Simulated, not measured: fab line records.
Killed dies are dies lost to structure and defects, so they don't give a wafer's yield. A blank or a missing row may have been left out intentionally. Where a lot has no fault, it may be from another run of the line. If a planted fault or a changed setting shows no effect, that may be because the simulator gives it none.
Which tool is to blame? + flow nand-harc + 12 lots, 36 wafers sampled, at 1 step of a route of 1159

== WHAT THE GAUGES READ, wafer by wafer ==
NHARC_P_CONTACT_OVL_MEAS_13.
| lot  | measured     | on         | overlay-x-nm (nm) |
|------|--------------|------------|-------------------|
| L074 | day 5 15:29  | overlay-02 | 0.6 0.3 1.1       |
| L078 | day 6 10:19  | overlay-02 | 0.8 0.8 1.2       |
| L080 | day 6 19:41  | overlay-01 | -1.3 -1.3 -1.5    |
| L081 | day 7 11:59  | overlay-02 | -0.3 0.1 0.5      |
| L083 | day 7 15:24  | overlay-01 | 0.3 -0.4 0.0      |
| L084 | day 8 01:35  | overlay-02 | -0.1 -0.1 0.1     |
| L086 | day 8 19:53  | overlay-02 | 0.9 1.5 1.5       |
| L089 | day 9 13:02  | overlay-02 | -0.5 -0.1 -0.4    |
| L091 | day 9 20:35  | overlay-02 | 0.4 0.6 0.1       |
| L092 | day 10 02:01 | overlay-01 | 0.5 0.4 0.6       |
| L095 | day 10 17:23 | overlay-02 | 0.5 0.0 0.5       |
| L097 | day 11 08:50 | overlay-02 | 0.0 -0.2 -0.6     |

== WHICH TOOL RAN EACH LOT (tool, then ch and the chambers of the sampled wafers, then the start) ==
There is no process step in the record ahead of these readings.

== THE ANSWER, worked out from the rows above alone ==
Rule: what is usual is taken from the lots themselves. Put in order of their means at a reading, lots are off if they are a third of the lots or fewer, leave a main group of 4 or more, and stand apart from it by a gap of 3 or more times the standard deviation of the main group's means; of several such gaps the widest counts. A main group whose means are all the same, to the digits that the tables above print for the reading, isn't used. A lot without any number at a reading at which 4 lots or more have one is off too. The other lots that the step has rows for count as sound.
Nothing can be told from this: no lot is off at any reading shown.

== WHAT THE SIMULATOR PUT IN ==
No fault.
